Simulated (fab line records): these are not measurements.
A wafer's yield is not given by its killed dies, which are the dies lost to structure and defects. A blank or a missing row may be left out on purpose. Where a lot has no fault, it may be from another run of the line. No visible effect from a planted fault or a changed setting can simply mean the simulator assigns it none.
fab line records -- flow n5-finfet
record: lots: 13, wafers: 38, last-day: 18
route steps=1938 shown GATE_CUT@501 PAD_METAL@1896 PASSIVATION@1936
lots with no fault: from the same line, run without faults
start-h: hours from the record's first day to the start of the lot's first wafer shown -- wait-h: how many hours have passed since the lot's step before this one -- " identical to the entry in the row above -- L1.1+2: a single row standing in for several wafers -- - either no value or no given start -- * or withheld: withheld -- < > ~ a bound
route shown NAME@n: NAME is a module with steps in the file, n the number in the route of the first one -- usual: the fault-free wafers' mean and standard deviation -- same: alike in all rows -- chamber/n: place in a boat -- sites: per-site readings -- _std_site: the standard deviation of these -- _edge_site: outer sites' mean less inner sites' -- radius-mm: how far each site lies from the wafer's centre -- mask NAME#n: copy n -- behind: the tool/chamber that last shaped the wafer -- hold: what put the lot on hold/how long, in hours/how the hold closed -- device: the transistor (n, p or np) that didn't switch -- end of line: at the end of the route, the tests of the same wafers -- for a step that has no rows: nothing shown but its recipe -- killed: not the wafer's yield, but the dies lost to structure and defects at the first sort -- map: the dies of a wafer, with x for killed, . for not killed, _ for no die there
set.NAME: the setting the step ran with; set.NAME@STEP: the setting that earlier step ran with -- model.NAME: the simulator's own value behind a step, which no gauge read
one table for each step of the route and one row for each wafer, over a sample of lots
services: the hour from which a tool's chamber was out of use, counted from the record's first day as start-h (under 0 if before that day), plus the number of hours and why
== steps ==
step: N5_GATE_CUT_CUT_ETCH_54
recipe: chemistry: Cl2/BCl3, target: TiN, mask-material: SiO2, target-depth-a: 967, pressure-mtorr: 10, icp-w: 1000, bias-w: 126, Cl2_flow_sccm: 53.25, bcl3-flow-sccm: 21.75, Ar_flow_sccm: 25, ends: cleared
usual: chamber-pressure-mTorr: 10.001/0.0096, drypump-motor-current-A: 6.0/0.45, etch-rf-on-time-s: 36.7/0.73, oes-product-au: 0.69/0.076, throttle-valve-pct: 22.35/0.24
lot.wafer,tool,chamber,start-h,wait-h,chamber-pressure-mTorr,drypump-motor-current-A,etch-rf-on-time-s,oes-product-au,rf-hours-counter-h,throttle-valve-pct
L931.2,rie-metal-01,1,88.22,0.0,10.005,5.9,36.6,0.59,94,22.44
L931.5,rie-metal-01,1,88.22,0.0,10.007,5.9,36.7,0.58,-,22.41
L931.6,rie-metal-01,0,88.22,0.0,10.002,4.9,36.5,0.66,-,22.14
L932.1,rie-metal-03,1,95.59,0.0,10.009,6.7,37.4,0.78,15,22.29
L932.5,rie-metal-03,1,95.59,0.0,10.011,6.7,37.4,0.78,-,22.31
L932.6,rie-metal-03,0,95.59,0.0,10.002,5.8,37.5,0.74,-,22.63
L933.1,rie-metal-03,0,106.98,0.0,9.986,5.8,37.5,0.74,30,22.63
L933.4,rie-metal-03,0,106.98,0.0,10.001,5.9,37.3,0.74,-,22.62
L933.5,rie-metal-03,1,106.98,0.0,10.018,6.7,37.1,0.77,-,22.30
L935.1,rie-metal-02,1,118.20,0.0,10.015,6.1,35.7,0.73,29,22.05
L935.2,rie-metal-02,0,118.20,0.0,10.025,6.0,37.1,0.55,137,22.68
L935.4,rie-metal-02,0,118.20,0.0,9.970,6.0,36.4,0.56,-,22.66
L941.2,rie-metal-03,1,147.28,0.0,10.004,6.7,37.0,0.76,21,22.30
L941.3,rie-metal-03,1,147.28,0.0,10.005,6.7,37.3,0.76,-,22.31
L941.4,rie-metal-03,0,147.28,0.0,10.003,5.8,37.1,0.74,-,22.62
L942.1,rie-metal-03,1,153.36,0.0,9.993,6.7,37.5,0.75,22,22.31
L942.2,rie-metal-03,0,153.36,0.0,9.995,5.8,37.6,0.72,36,22.62
L942.4,rie-metal-03,0,153.36,0.0,10.002,5.8,37.8,0.72,-,22.63
L943.2,rie-metal-01,0,164.01,0.0,9.991,4.9,36.4,0.65,73,22.15
L943.3,rie-metal-01,1,164.01,0.0,10.010,5.9,36.4,0.57,-,22.44
L943.6,rie-metal-01,1,164.01,0.0,10.011,5.9,36.6,0.58,-,22.43
L945.3,rie-metal-02,0,171.48,0.0,9.996,6.0,36.7,0.55,-,22.68
L945.4,rie-metal-02,1,171.48,0.0,10.001,6.1,35.9,0.72,-,22.05
L945.6,rie-metal-02,0,171.48,0.0,9.978,6.0,36.7,0.55,-,22.70
L947.1,rie-metal-01,1,181.88,0.0,10.002,5.9,37.1,0.57,103,22.43
L947.2,rie-metal-01,0,181.88,0.0,9.996,4.9,36.2,0.65,75,22.14
L947.5,rie-metal-01,0,181.88,0.0,10.000,4.9,36.6,0.64,-,22.15
L949.2,rie-metal-02,1,193.32,0.1,10.012,6.1,35.7,0.71,-,22.05
L949.3,rie-metal-02,1,193.32,0.1,9.996,6.1,36.0,0.71,-,22.07
L949.6,rie-metal-02,1,193.32,0.1,10.000,6.1,35.7,0.71,-,22.07
L952.2,rie-metal-03,0,226.23,0.1,9.987,5.8,37.5,0.71,42,22.67
L952.3,rie-metal-03,1,226.23,0.1,9.995,6.7,37.2,0.73,-,22.34
L953.1,rie-metal-03,0,233.34,0.0,9.993,5.8,37.2,0.71,43,22.65
L953.4,rie-metal-03,0,233.34,0.0,9.998,5.9,37.2,0.70,-,22.66
L953.5,rie-metal-03,1,233.34,0.0,10.007,6.7,37.3,0.73,-,22.33
L954.3,rie-metal-02,0,246.37,0.0,10.006,6.0,36.8,0.88,-,22.29
L954.4,rie-metal-02,1,246.37,0.0,10.025,6.1,35.8,0.70,-,22.08
L954.5,rie-metal-02,0,246.37,0.0,9.998,6.0,36.7,0.89,-,22.29
step: N5_PASSIVATION_AL_DEP_21
recipe: material: Al, target-thk-a: 28000, temp-c: 400, time-s: 170, power-w: 30000, chamber-pressure-pa: 0.4, gas: Ar
usual: throttle-valve-pct: 30.1/0.91
lot.wafer,tool,chamber,start-h,wait-h,throttle-valve-pct
L932.1,pvd-sputter-01,-,252.86,0.1,30.3
L932.5,pvd-sputter-01,-,252.86,0.1,27.9
L932.6,pvd-sputter-01,-,252.86,0.1,31.0
L931.2,pvd-sputter-02,-,264.19,0.1,30.6
L931.5,pvd-sputter-02,-,264.19,0.1,29.6
L931.6,pvd-sputter-02,-,264.19,0.1,30.1
L933.1,pvd-sputter-01,-,271.50,0.1,30.0
L933.4,pvd-sputter-01,-,271.50,0.1,29.9
L933.5,pvd-sputter-01,-,271.50,0.1,28.5
L935.1,pvd-sputter-02,-,296.78,0.1,31.7
L935.2,pvd-sputter-02,-,296.78,0.1,29.9
L935.4,pvd-sputter-02,-,296.78,0.1,29.8
L941.2,pvd-sputter-02,-,336.48,0.1,29.8
L941.3,pvd-sputter-02,-,336.48,0.1,31.9
L941.4,pvd-sputter-02,-,336.48,0.1,29.7
L942.1,pvd-sputter-02,-,339.66,0.1,31.8
L942.2,pvd-sputter-02,-,339.66,0.1,29.7
L942.4,pvd-sputter-02,-,339.66,0.1,30.7
L943.2,pvd-sputter-01,-,348.88,0.1,30.9
L943.3,pvd-sputter-01,-,348.88,0.1,29.9
L943.6,pvd-sputter-01,-,348.88,0.1,28.2
L945.3,pvd-sputter-02,-,349.57,0.1,30.9
L945.4,pvd-sputter-02,-,349.57,0.1,31.4
L945.6,pvd-sputter-02,-,349.57,0.1,31.8
L947.1,pvd-sputter-03,-,366.60,0.1,30.3
L947.2,pvd-sputter-03,-,366.60,0.1,29.7
L947.5,pvd-sputter-03,-,366.60,0.1,30.1
L949.2,pvd-sputter-02,-,377.70,0.1,29.7
L949.3,pvd-sputter-02,-,377.70,0.1,31.7
L949.6,pvd-sputter-02,-,377.70,0.1,31.7
L952.2,pvd-sputter-01,-,408.49,0.1,30.7
L952.3,pvd-sputter-01,-,408.49,0.1,27.8
L953.1,pvd-sputter-03,-,418.26,0.1,30.0
L953.4,pvd-sputter-03,-,418.26,0.1,29.3
L953.5,pvd-sputter-03,-,418.26,0.1,29.8
L954.3,pvd-sputter-03,-,418.72,0.1,30.1
L954.4,pvd-sputter-03,-,418.72,0.1,29.9
L954.5,pvd-sputter-03,-,418.72,0.1,29.0
step: N5_PASSIVATION_PROBE_49
usual: defect-limited-yield: 91.3/1.3, killed_at_M0_to_M3: 36/12, killed_at_M4_up: 13/4.6, killed-at-contacts: 13/5.4, killed-at-front-end: 37/10, killed-at-other: 3.6/2.9, killed-dies: 102/15, killed-open: 67/12, killed-short: 33/7.5, sort_bin_5_function: 5.1/0.93, sort_bin_6_memory: 3.2/0.62, sort-n-pass: 1078/15, sort-yield-pct: 91.3/1.3
same: gross-dies: 1180, killed-at-back-side: 0, sort_bin_4_leakage[%]: 0, sort_bin_8_speed[%]: 0
lot.wafer,tool,chamber,start-h,wait-h,defect-limited-yield[%],killed_at_M0_to_M3,killed_at_M4_up,killed-at-contacts,killed-at-front-end,killed-at-other,killed-dies,killed-open,killed-short,sort_bin_5_function[%],sort_bin_6_memory[%],sort-n-pass,sort-yield-pct[%]
L941.2,prober-01,-,342.15,0.1,91.9,30,15,10,31,9,95,54,39,4.7,2.8,1085,91.9
L941.3,prober-01,-,342.20,0.1,92.2,19,18,14,36,5,92,67,23,4.3,3.3,1088,92.2
L941.4,prober-01,-,342.25,0.2,83.7,24,11,20,135,2,192,57,26,10.7,4.1,988,83.7
L942.1,prober-01,-,345.68,0.0,91.6,42,14,5,36,2,99,66,33,4.5,3.8,1081,91.6
L942.2,prober-01,-,345.73,0.1,86.3,24,4,8,125,1,162,37,20,9.0,3.1,1018,86.3
L942.4,prober-01,-,345.83,0.2,85.0,29,5,6,134,3,177,43,27,9.2,4.4,1003,85.0
L947.1,prober-02,-,372.58,0.0,91.2,51,12,11,30,0,104,77,27,5.3,3.1,1076,91.2
L947.2,prober-02,-,372.63,0.1,88.6,72,10,17,35,1,135,88,47,6.9,4.2,1045,88.6
L947.5,prober-02,-,372.78,0.2,89.2,49,14,11,51,2,127,89,38,7.0,3.4,1053,89.2
killed by level:class
L941.2 DUMMY_GATE:geometric-particle:open=7 BEOL_M2:geometric-particle:open=7 BEOL_M0_SAQP:geometric-particle:short=6 BEOL_M3:geometric-particle:open=5 MOL_CONTACT_COAG:geometric-particle:open=5 MOL_CONTACT_COAG:geometric-particle:short=5 BEOL_M4:geometric-particle:open=5 STI_FIN_REVEAL:geometric-particle:open=4
L941.3 MOL_CONTACT_COAG:geometric-particle:open=12 FIN_SAQP:geometric-particle:open=10 BEOL_M4:geometric-particle:open=8 BEOL_M0_SAQP:geometric-particle:open=6 DUMMY_GATE:geometric-particle:open=5 GATE_CUT:geometric-particle:open=5 FIN_SAQP:geometric-particle:short=4 BEOL_M0_SAQP:geometric-particle:short=4
L941.4 GATE_CUT:unspecified=106 MOL_CONTACT_COAG:geometric-particle:open=16 FIN_SAQP:geometric-particle:open=7 DUMMY_GATE:geometric-particle:open=7 BEOL_M0_SAQP:geometric-particle:open=6 BEOL_M0_SAQP:geometric-particle:short=6 MOL_CONTACT_COAG:geometric-particle:short=4 BEOL_M2:geometric-particle:short=4
L942.1 BEOL_M3:geometric-particle:open=9 BEOL_M0_SAQP:geometric-particle:open=8 FIN_SAQP:geometric-particle:short=7 STI_FIN_REVEAL:geometric-particle:open=7 BEOL_M2:geometric-particle:open=7 BEOL_M0_SAQP:geometric-particle:short=6 BEOL_M1:geometric-particle:open=5 BEOL_M4:geometric-particle:open=5
L942.2 GATE_CUT:unspecified=105 BEOL_M0_SAQP:geometric-particle:open=8 BEOL_M2:geometric-particle:short=8 MOL_CONTACT_COAG:geometric-particle:open=6 FIN_SAQP:geometric-particle:open=3 STI_FIN_REVEAL:geometric-particle:open=3 STARTING-WAFER:geometric-particle:open=3 STARTING-WAFER:geometric-particle:short=3
L942.4 GATE_CUT:unspecified=107 BEOL_M0_SAQP:geometric-particle:open=6 BEOL_M1:geometric-particle:open=6 MOL_CONTACT_COAG:geometric-particle:open=5 BEOL_M2:geometric-particle:open=5 FIN_SAQP:geometric-particle:short=4 STI_FIN_REVEAL:geometric-particle:open=4 BEOL_M2:geometric-particle:short=4
L947.1 BEOL_M0_SAQP:geometric-particle:open=12 BEOL_M0:geometric-particle:open=11 MOL_CONTACT_COAG:geometric-particle:open=10 BEOL_M2:geometric-particle:open=10 BEOL_M0_SAQP:geometric-particle:short=8 STI_FIN_REVEAL:geometric-particle:open=7 BEOL_M3:geometric-particle:open=7 STARTING-WAFER:geometric-particle:short=5
L947.2 BEOL_M3:geometric-particle:open=22 MOL_CONTACT_COAG:geometric-particle:open=13 BEOL_M0_SAQP:geometric-particle:short=9 FIN_SAQP:geometric-particle:short=8 BEOL_M0:geometric-particle:open=8 BEOL_M1:geometric-particle:open=8 BEOL_M0_SAQP:geometric-particle:open=7 BEOL_M1:geometric-particle:short=7
L947.5 STI_FIN_REVEAL:geometric-particle:open=13 MOL_CONTACT_COAG:geometric-particle:open=10 FIN_SAQP:geometric-particle:open=9 BEOL_M0_SAQP:geometric-particle:open=9 BEOL_M0_SAQP:geometric-particle:short=8 BEOL_M4:geometric-particle:open=8 BEOL_M2:geometric-particle:open=8 GATE_CUT:geometric-particle:short=6
== services ==
tool,chamber,start-h,hours,kind
rie-metal-02,1,90.31,8.5,repair
pvd-sputter-01,-,111.58,1.9,repair
rie-metal-02,0,126.69,16.4,repair
pvd-sputter-03,-,161.40,1.8,repair
pvd-sputter-03,-,171.10,11.7,repair
rie-metal-02,0,175.69,26.6,repair
pvd-sputter-01,-,188.53,1.3,repair
rie-metal-02,0,202.30,-,clean
rie-metal-02,0,202.30,28.8,scheduled-down
rie-metal-02,0,202.30,28.8,vent-cycle
rie-metal-01,-,222.61,0.1,repair
rie-metal-01,-,271.59,2.8,pm
pvd-sputter-01,-,291.75,1.0,repair
rie-metal-01,1,308.12,-,clean
rie-metal-01,1,308.12,20.5,scheduled-down
rie-metal-01,1,308.12,20.5,vent-cycle
rie-metal-02,-,325.93,4.3,pm
pvd-sputter-03,-,357.96,4.7,repair
pvd-sputter-02,-,385.67,3.8,repair
rie-metal-03,-,411.62,0.9,repair
rie-metal-01,0,418.06,-,clean
== key ==
first-sign: step: N5_PASSIVATION_PROBE_49, reading: killed-at-front-end, direction: up, sigmas: 9.2, usual: 37, struck: 131
effect: step: N5_PASSIVATION_PROBE_49, reading: defect-limited-yield, direction: down, sigmas: 4.9, usual: 91.3, struck: 85.0
more-kills-born-at: N5_GATE_CUT_CUT_ETCH_54@rie-metal-03: 318
met-at N5_GATE_CUT_CUT_ETCH_54
struck-lots L941,L942
struck-wafers L941.4,L942.2,L942.4
not-acting-at N5_PASSIVATION_AL_DEP_21
onset-between 106.98 147.28
fault: kind: chamber-particle-source, tool: rie-metal-03, chamber: 0, onset-h: 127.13, steps: N5_GATE_CUT_CUT_ETCH_54, rate-per-visit-cm2: 0.50616, end-h: 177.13
